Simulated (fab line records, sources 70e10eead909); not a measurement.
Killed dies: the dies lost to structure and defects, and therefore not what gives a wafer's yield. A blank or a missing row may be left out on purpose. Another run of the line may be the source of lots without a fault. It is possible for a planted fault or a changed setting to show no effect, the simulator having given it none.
Comparing a struck lot with a sound one ; flow nand harc ; 13 steps out of a route of 1159
Sound: the wafers L354.1, L354.4, L354.6. Struck: wafer L359.1. (L359.5, L359.6 of the same lot were not struck and are left out.) The cause comes at the end.
Each step with rows lists, per side, the tool, then ch with its chambers, then its first start. Under that, the readings that differ: sound wafers ; struck wafers ; difference of the means ; sigmas: that difference in standard deviations of wafers without a fault.
alike: words and numbers the same on both sides, and readings whose means are apart by under 2 such deviations; not compared: readings that were withheld, readings missing a value for some wafer, numbers with overlapping values and no deviation given by the record, and bounds like >300 which may hide the same value.
Wherever a step has rows on one side only, a row that says differs or no value, or a row with sigmas, the two part there. Numbers that have no deviation but don't overlap get no sigmas and don't part them. A reading that every wafer of one side lacks parts them only if that side has two wafers or more.

NHARC_A_SLIT_ETCH_29: etches the open film in CF4/O2, target depth 100 nm, overetch 10 nm, time 55 s.
  sound on rie diel-08 ch 0,1,2, day 14 12:46; struck on rie diel-11 ch 0, day 16 17:25
reading;sound;struck;difference;sigmas
oes product au (a.u.);0.998 1.004 0.996;0.984;-0.015;-2
  alike: drypump motor current A, rf fwd power W, rf vpp V, showerhead plenum p Torr, throttle valve pct
  not compared: rf hours counter h
NHARC_A_SLIT_STRIP_18: strips in O2.
  sound: rie diel-08 ch 0,2,3; struck: rie diel-11 ch 0
  alike: drypump motor current A, oes product au, rf vpp V, showerhead plenum p Torr, throttle valve pct
  not compared: rf hours counter h
then, 2 steps without rows for these wafers: NHARC_A_SLIT_PRECLEAN_19 (cleans in SC1); NHARC_A_SLIT_SRD_20.
NHARC_A_SLIT_CD_MEAS_21:
  sound: cd sem-01 at day 14 13:17; struck: cd sem-02 at day 16 17:56
  alike: cd nm
then, 3 steps without rows for these wafers: NHARC_A_SIN_REMOVE_WET_00 (chemistry H3PO4, time 15300 s); NHARC_A_SIN_REMOVE_PRECLEAN_01 (cleans in SC1); NHARC_A_SIN_REMOVE_SRD_02.
NHARC_A_SIN_REMOVE_INSPECT_04:
  sound: defect inspect-02 at day 14 20:49; struck: defect inspect-02 at day 17 01:36
  alike: raw defect count
NHARC_A_WL_FILL_ALD_00: deposits Al2O3, target thk 3 nm, pulse time 3 s, ald cycles 30.
  sound on ald hk-02 ch 1,2,3, day 14 20:56; struck on ald hk-03 ch 0, day 17 01:40
reading;sound;struck;difference;sigmas
heater power w (W);477 418 442;316;-130;-3
  alike: precursor pulse height rel
  not compared: ald cycles
NHARC_A_WL_FILL_RTA_01: time 5 s.
  sound on rtp anneal-01 ch 0, day 14 21:08; struck on rtp anneal-01 ch 0, day 17 01:56
  alike: lamp power pct, lamp_zone_5_pct, wafer_temp_C_max
NHARC_A_WL_FILL_ALD_02: deposits TiN, target thk 2 nm, pulse time 3 s, ald cycles 100.
  sound on ald metal-03 ch 1,2,3, day 14 21:25; struck on ald metal-04 ch 0, day 17 02:13
reading;sound;struck;difference;sigmas
ald cycles;100 100 100;144;+44;
precursor pulse height rel;1.007 1.014 1.015;0.968;-0.044;-2
  alike: heater power w
-- record jumps: 5 days between struck wafers' starts before vs after; left off in module A_WL_FILL, resumes in module END, first step shown is number 1159 of the route --
NHARC_END_SORT_01:
  sound on prober-01 ch 0, day 20 00:35; struck on prober-02 ch 0, day 22 06:26
  alike: killed at array, killed at other, killed at periphery, killed dies, killed open, killed short

WHERE THEY PART
Earliest at NHARC_A_SLIT_ETCH_29; latest, in this record, at NHARC_A_WL_FILL_ALD_02. Later steps at which nothing parts them and some readings are alike: NHARC_END_SORT_01.

WHY: whatever the simulator had introduced
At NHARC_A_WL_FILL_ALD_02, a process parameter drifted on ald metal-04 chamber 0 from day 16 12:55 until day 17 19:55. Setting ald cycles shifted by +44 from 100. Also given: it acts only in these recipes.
